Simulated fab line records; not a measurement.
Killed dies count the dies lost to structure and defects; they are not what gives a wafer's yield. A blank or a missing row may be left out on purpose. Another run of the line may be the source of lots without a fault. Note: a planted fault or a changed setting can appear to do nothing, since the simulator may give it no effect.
Split-lot study	flow n5 finfet	21 wafers read across 7 lots, on a route 1938 steps long

ON THE SPLIT
At N5_BEOL_M4_ETCH_64 (etches SOC in N2/H2, target depth 75 nm, overetch 22.5 nm, time 121.9 s), the setting bias w was moved away from the recipe's 150 W on 7 of the 21 wafers read, by -9.7% to +16.3%. This setting was run at the recipe's value on the other wafers.

Reading taken at the split's own step.

THE READING
rf vpp V, in V, at N5_BEOL_M4_ETCH_64 (etches SOC in N2/H2, target depth 75 nm, overetch 22.5 nm, time 121.9 s). Fault-free wafers of this fab line usually give 524.9 V, standard deviation 2.9 V.

wafer	tool, chamber at the split	bias w as run, W	against the recipe	rf vpp V, V	against lot-mates on the recipe
L075.1	rie diel-01, 0	174.5	+16.3%	577.4	no lot-mate on the recipe
L075.2	rie diel-01, 2	174.5	+16.3%	581.7	no lot-mate on the recipe
L075.5	rie diel-01, 2	174.5	+16.3%	582.6	no lot-mate on the recipe
L081.1	rie diel-01, 2	135.4	-9.7%	494.7	-28.3
L081.2	rie diel-01, 0	150	recipe	524.2	-
L081.5	rie diel-01, 1	150	recipe	521.8	-
L084.1	rie diel-01, 1	150	recipe	520.3	-
L084.3	rie diel-01, 0	150	recipe	523.8	-
L084.6	rie diel-01, 0	150	recipe	524.2	-
L089.3	rie diel-01, 1	150	recipe	519.8	-
L089.5	rie diel-01, 1	150	recipe	520.4	-
L089.6	rie diel-01, 0	150	recipe	524.9	-
L092.3	rie diel-03, 1	150	recipe	527.9	-
L092.4	rie diel-03, 0	150	recipe	525.6	-
L092.5	rie diel-03, 1	137.1	-8.6%	498.2	-28.6
L094.1	rie diel-01, 0	162.2	+8.1%	552.1	+27.0
L094.3	rie diel-01, 1	162.2	+8.1%	546.0	+20.9
L094.6	rie diel-01, 0	150	recipe	525.1	-
L096.1	rie diel-04, 2	150	recipe	526.0	-
L096.3	rie diel-04, 3	150	recipe	519.6	-
L096.6	rie diel-04, 1	150	recipe	522.9	-

FIT RESULTS
A straight line over all 21 wafers: rf vpp V changes by +3.35 V for each +1% of bias w; r = +0.99; the points scatter about the line by 3 V.
The same after taking each lot's own level away (the mean of its wafers on the recipe; 18 wafers): +3.02 V for each +1%; r = +0.99; scatter 2.2 V.
Per that fit: largest bias w move, reading shift of 49 V.
Across the lots, their own levels run from 521.70 to 526.75 V, a range of 1.7 times the standard deviation given above.
Hence the slope depends on the lot-to-lot level, as the two fits are not the same.
Check: with one of the wafers moved furthest among these (-9.7%) left out of the fit, the line predicts -30.3 V for it against its lot-mates. Against them it came out at -28.3 V.
Tool readings at the split's step, against how far the setting was moved: rf vpp V r = +0.99.

THESE WAFERS: OTHER SPLITS
Note: prior to the reading, these wafers also went through further splits. Each is held against what the fit with the lots' levels taken away leaves over:
other split on the same wafers	wafers away from the commonest value	r with rf vpp V (lot level and that fit taken away)
N5_MOL_CONTACT_COAG_ALD_27 time s	5	+0.06
N5_BEOL_M0_SAQP_SPACER1_ALD_98 ald cycles	8	-0.22
N5_BEOL_M0_ETCH_128 source w	5	-0.30
N5_BEOL_M2_ALD_98 ald cycles	8	-0.02
N5_BEOL_M3_COAT_62 spin rpm	7	+0.24
N5_BEOL_M3_COAT_05 spin rpm	10	+0.03
N5_BEOL_M4_DESCUM_16 time s	7	+0.02

THE FILE'S OWN FIT
rf vpp V changes by +3.05 V for each +1% of bias w, r = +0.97.
